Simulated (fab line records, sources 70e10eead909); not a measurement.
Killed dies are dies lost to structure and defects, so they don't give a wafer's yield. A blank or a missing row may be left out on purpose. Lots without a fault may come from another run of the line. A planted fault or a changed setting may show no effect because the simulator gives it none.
Which tool did it? | flow nand_harc | 12 lots, 36 wafers sampled, at 1 step of a route of 1302

WHAT THE GAUGES READ, wafer by wafer
NHARC_A_CHANNEL_HOLE_D1_INSPECT_40.
lot  | measured     | on                | raw_defect_count
L075 | day 9 02:34  | defect_inspect-01 | 23 32 31
L077 | day 10 02:31 | defect_inspect-02 | 26 32 36
L079 | day 10 14:04 | defect_inspect-01 | 114 97 116
L082 | day 12 05:44 | defect_inspect-01 | 105 134 95
L083 | day 12 13:59 | defect_inspect-02 | 84 59 53
L084 | day 13 15:17 | defect_inspect-02 | 105 83 100
L087 | day 14 07:26 | defect_inspect-02 | 36 31 60
L089 | day 14 17:07 | defect_inspect-01 | 65 63 60
L090 | day 15 15:48 | defect_inspect-02 | 54 47 56
L093 | day 16 11:56 | defect_inspect-02 | 76 68 108
L095 | day 18 00:02 | defect_inspect-02 | 80 75 54
L097 | day 18 09:04 | defect_inspect-01 | 43 44 43

WHICH TOOL RAN EACH LOT (tool, then ch and the chambers of the sampled wafers, then the start)
The record holds no process step before these readings.

THE ANSWER, worked out from the rows above alone
Rule: what is usual is taken from the lots themselves. Put in order of their means at a reading, lots are off if they are a third of the lots or fewer, leave a main group of 4 or more, and stand apart from it by a gap of 3 or more times the standard deviation of the main group's means; of several such gaps the widest counts. A main group whose means are all the same, to the digits that the tables above print for the reading, isn't used. A lot without any number at a reading at which 4 lots or more have one is off too. The other lots that the step has rows for count as sound.
No lot is off at any reading shown: from this, nothing can be told.

WHAT THE SIMULATOR HAD PUT IN
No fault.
